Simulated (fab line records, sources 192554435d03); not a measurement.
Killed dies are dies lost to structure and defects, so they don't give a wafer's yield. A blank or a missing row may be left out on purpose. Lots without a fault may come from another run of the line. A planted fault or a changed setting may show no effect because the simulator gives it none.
One fault seen from 3 desks | flow n5_finfet | each desk has only its own numbers; what lay behind them comes last
Where a reading is given only as a bound, like >300, the bound stands for it, and a mean or a difference that rests on one is marked > or <: the true number lies beyond.

THE DEFECT DESK
What the inspections along the route counted, lot by lot: means of the sampled wafers that have a number. A lot is out of limits, marked OUT, if its mean lies more than 4 standard deviations from the usual mean; the brackets give that distance.
Columns: A = raw_defect_count at N5_BEOL_M0_SAQP_INSPECT_42, usual 293; B = raw_defect_count at N5_BEOL_M0_CUTY_INSPECT_59, usual 2.0
lot  | first seen here | A              | B
L891 | day 6 00:12     | 239            | 1.3
L893 | day 6 08:10     | 340            | 3.3
L894 | day 6 16:49     | 296            | 2.7
L895 | day 6 21:09     | 242            | 1.7
L906 | day 10 00:29    | 623 (+4.3) OUT | >101 (>+66) OUT
L908 | day 10 11:07    | 261            | 3.7
L909 | day 10 18:10    | 401            | 1.3
L913 | day 11 17:48    | 246            | 1.7
This desk's finding: out of limits on L906; first on L906, day 10 00:29 (raw_defect_count at N5_BEOL_M0_SAQP_INSPECT_42). In limits: L891, L893, L894, L895, L908, L909, L913.

THE METROLOGY DESK
What the gauges read, lot by lot, whatever tool the lot ran on: means of the sampled wafers that have a number. A lot is out of limits, marked OUT, if its mean lies more than 4 standard deviations from the usual mean; the brackets give that distance. Of its 10 readings 7 are shown: those that lie furthest out on some lot.
Columns: A = DIBL_N at N5_BEOL_M4_RC_MEAS_101, usual 35.7 mV/V; B = DIBL_P at N5_BEOL_M4_RC_MEAS_101, usual 35.7 mV/V; C = IOFF_P at N5_BEOL_M4_RC_MEAS_101, usual 0.20 nA/um; D = ION_N at N5_BEOL_M4_RC_MEAS_101, usual 675 uA/um; E = SS_N at N5_BEOL_M4_RC_MEAS_101, usual 71.3 mV/dec; F = SS_P at N5_BEOL_M4_RC_MEAS_101, usual 73.1 mV/dec; G = VT_P at N5_BEOL_M4_RC_MEAS_101, usual -251 mV
lot  | first seen here | A    | B    | C    | D   | E    | F    | G
L891 | day 8 17:17     | 37.1 | 37.3 | 0.23 | 685 | 71.6 | 73.4 | -248
L893 | day 9 03:11     | 35.4 | 33.9 | 0.20 | 675 | 71.4 | 73.6 | -251
L895 | day 9 06:25     | 32.8 | 32.7 | 0.17 | 661 | 71.0 | 72.3 | -253
L894 | day 9 07:03     | 36.2 | 34.0 | 0.20 | 682 | 72.1 | 72.8 | -252
L906 | day 12 13:44    | 37.1 | 36.7 | 0.22 | 681 | 72.3 | 73.3 | -247
L909 | day 12 22:20    | 36.0 | 35.1 | 0.21 | 672 | 71.2 | 72.7 | -249
L908 | day 13 05:15    | 34.0 | 34.8 | 0.15 | 674 | 71.6 | 72.9 | -257
L913 | day 14 08:04    | 36.5 | 38.2 | 0.21 | 679 | 72.1 | 73.1 | -251
This desk's finding: nothing out of limits on any of the 8 lots.

THE TOOL OWNER'S DESK: rie_si-03
The tool's own readings at N5_BEOL_M0_SAQP_MANDREL_ETCH_20 (etches a-Si in HBr/Cl2, stops on SiNx, target depth 60 nm, bt time 10 s, time 30 s): means of the sampled wafers that have a number, for each lot that ran on this tool. A lot is out of limits, marked OUT, if its mean lies more than 4 standard deviations from the usual mean; the brackets give that distance.
Columns: A = drypump_motor_current_A at N5_BEOL_M0_SAQP_MANDREL_ETCH_20, usual 5.7 A; B = he_backside_leak_sccm at N5_BEOL_M0_SAQP_MANDREL_ETCH_20, usual 2.7 sccm; C = mfc_cl2_sccm at N5_BEOL_M0_SAQP_MANDREL_ETCH_20, usual 80.01 sccm; D = oes_product_au at N5_BEOL_M0_SAQP_MANDREL_ETCH_20, usual 0.771 a.u.; E = throttle_valve_pct at N5_BEOL_M0_SAQP_MANDREL_ETCH_20, usual 35.3 %
lot  | first seen here | A   | B   | C     | D     | E
L891 | day 5 19:46     | 6.1 | 3.0 | 79.84 | 0.768 | 35.3
L893 | day 6 04:29     | 5.8 | 2.6 | 80.02 | 0.781 | 35.3
L906 | day 9 20:55     | 6.1 | 2.9 | 79.80 | 0.775 | 35.3
This desk's finding: nothing out of limits on any of the 3 lots.

PUT TOGETHER
The defect desk could have raised an alarm at day 10 00:29, on L906.
The metrology desk saw nothing out of limits.
The tool owner's desk saw nothing out of limits.
The metrology desk has L906 on record, within its limits.
The tool owner's desk has L906 on record, within its limits.
Of the lots named, all ran N5_BEOL_M0_SAQP_MANDREL_ETCH_20 on rie_si-03.

WHAT THE SIMULATOR HAD PUT IN
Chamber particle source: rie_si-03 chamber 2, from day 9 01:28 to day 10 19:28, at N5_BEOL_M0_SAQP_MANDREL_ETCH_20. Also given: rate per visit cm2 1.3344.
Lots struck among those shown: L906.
Hours from the fault's start to each desk's first reading out of limits: the defect desk, 23.
